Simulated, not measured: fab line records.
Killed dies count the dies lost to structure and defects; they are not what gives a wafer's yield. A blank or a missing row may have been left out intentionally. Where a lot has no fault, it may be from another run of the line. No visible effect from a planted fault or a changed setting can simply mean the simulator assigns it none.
What tool caused it? ; flow n5_finfet ; 26 wafers from 9 lots sampled at 4 of the route's 1938 steps

WHAT THE GAUGES READ, wafer by wafer
N5_DUMMY_GATE_CD_MEAS_50: the cd target is 14 nm.
lot;measured;on;cd_nm (nm)
L250;day 3 04:40;cd_sem-03;14.3 14.8 13.9
L255;day 4 11:02;cd_sem-01;13.8 13.9 13.7
L257;day 5 00:51;cd_sem-02;17.3 17.3 17.5
L259;day 5 14:14;cd_sem-01;17.7 17.4 17.8
L264;day 6 16:25;cd_sem-02;14.1 14.1 14.3
L269;day 8 00:46;cd_sem-03;13.8 13.6 14.1
L270;day 8 08:50;cd_sem-02;13.3 14.1 14.0
L271;day 8 15:46;cd_sem-02;13.4 13.5
L272;day 8 17:04;cd_sem-01;13.7 14.4 13.7

TOOL THAT RAN EACH LOT (tool first, then ch and the chambers of the sampled wafers, then the start)
lot;N5_STI_FIN_REVEAL_OXIDATION_33;N5_DUMMY_GATE_ETCH_29;N5_DUMMY_GATE_TRIM_49
L250;plasma_asher-01 ch 0,1, day 2 19:12;rie_diel-04 ch 0,1,3, day 3 04:21;rie_si-01 ch 1,2, day 3 04:31
L255;plasma_asher-02 ch 0, day 4 00:29;rie_diel-02 ch 0,3, day 4 10:30;rie_si-04 ch 0,1,2, day 4 10:40
L257;plasma_asher-01 ch 0,1, day 4 13:55;rie_diel-02 ch 0,2, day 5 00:32;rie_si-04 ch 2,3, day 5 00:42
L259;plasma_asher-02 ch 0,1, day 5 01:34;rie_diel-04 ch 0,1,2, day 5 13:55;rie_si-04 ch 1,2,3, day 5 14:05
L264;plasma_asher-02 ch 0,1, day 6 06:46;rie_diel-03 ch 0,2,3, day 6 16:06;rie_si-01 ch 0,1,3, day 6 16:18
L269;plasma_asher-02 ch 0,1, day 7 15:23;rie_diel-02 ch 1,3, day 8 00:26;rie_si-04 ch 0,1, day 8 00:35
L270;plasma_asher-02 ch 0,1, day 7 21:07;rie_diel-04 ch 1,3, day 8 08:32;rie_si-04 ch 1,2,3, day 8 08:41
L271;plasma_asher-01 ch 0, day 8 02:02;rie_diel-02 ch 1, day 8 15:25;rie_si-02 ch 2,3, day 8 15:35
L272;plasma_asher-01 ch 0,1, day 8 07:23;rie_diel-02 ch 1,2,3, day 8 16:44;rie_si-04 ch 0,1,2, day 8 16:54
- N5_STI_FIN_REVEAL_OXIDATION_33: chemistry O2 PLASMA REMOTE, time 20 s.
- N5_DUMMY_GATE_ETCH_29: etches underlayer in N2/H2, target depth 13 nm.
- N5_DUMMY_GATE_TRIM_49: chemistry O2, time 29 s, target cd 14 nm.

THE ANSWER, worked out from the rows above alone
Rule: the lots themselves supply what counts as usual. Put in order of their means at a reading, lots are off if they are a third of the lots or fewer, leave a main group of 4 or more, and stand apart from it by a gap of 3 or more times the standard deviation of the main group's means; of several such gaps the widest counts. A main group is skipped when, at the precision printed for the reading in the tables above, its means are all equal. A lot without any number at a reading at which 4 lots or more have one is off too. Where the step has rows for the other lots, those lots are counted as sound.
Off at N5_DUMMY_GATE_CD_MEAS_50 (cd_nm): L257, L259. For the main group the mean is 13.9 nm and the standard deviation 0.26.
A tool fits if, at a process step before that reading, it ran every lot that is off, and no sound lot after the first of them. The gauges at N5_DUMMY_GATE_CD_MEAS_50 are tried like those tools. Not one of the candidates tried fits.

WHAT WAS PUT IN BY THE SIMULATOR
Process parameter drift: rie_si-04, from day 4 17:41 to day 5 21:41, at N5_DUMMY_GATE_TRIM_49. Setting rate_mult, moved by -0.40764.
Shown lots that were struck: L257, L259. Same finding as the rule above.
